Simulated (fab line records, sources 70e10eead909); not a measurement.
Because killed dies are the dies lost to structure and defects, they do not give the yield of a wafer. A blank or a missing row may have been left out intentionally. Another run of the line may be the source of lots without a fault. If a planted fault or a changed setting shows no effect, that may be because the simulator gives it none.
Chamber matching ; flow nand harc ; NHARC_A_BONDPAD_DEP_00 on pecvd-04: 3 sister chambers
The step deposits SiCN, target thk 250 nm. 6 wafers are shown with their chamber, then 7 later ones without.

## WAFERS PAIRED WITH THEIR CHAMBERS
wafer;chamber;heater power w (W);rf fwd power W (W)
L085.4;0;650;449.5
L090.5;2;673;450.5
L090.6;0;601;449.6
L093.2;2;590;448.7
L094.3;1;591;449.5
L094.5;1;606;450.1

## WAFERS WITH NO CHAMBER GIVEN
wafer;heater power w (W);rf fwd power W (W)
L094.6;673;448.5
L096.4;637;448.1
L096.5;658;446.2
L096.6;671;446.2
L097.1;698;450.4
L097.4;711;450.0
L097.6;686;450.4

## WHICH CHAMBER EACH WENT THROUGH
wafer;from the rows above;in truth
L094.6;can't be placed: 2 or 0 or 1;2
L096.4;can't be placed: 0 or 2 or 1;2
L096.5;can't be placed: 0 or 2 or 1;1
L096.6;can't be placed: 0 or 2 or 1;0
L097.1;can't be placed: 2 or 0 or 1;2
L097.4;can't be placed: 2 or 0 or 1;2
L097.6;can't be placed: 2 or 0 or 1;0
Correctly placed: 0 of 7. From these rows, 7 cannot be placed; in 7 the true chamber is one of the candidates. 0 placed wrongly.
How it was worked out, from the rows above alone: a wafer's distance from a chamber is the root of the sum, over the readings, of the square of ((its reading less the chamber's mean) divided by the reading's scatter). The wafer belongs to the nearest chamber; if the next one is less than 2 further off, it can't be placed. Each chamber's mean is taken over the wafers shown for it. The scatter is the square root of a quotient: the sum, over the shown wafers, of each reading's squared deviation from its chamber's mean, divided by wafers minus chambers.
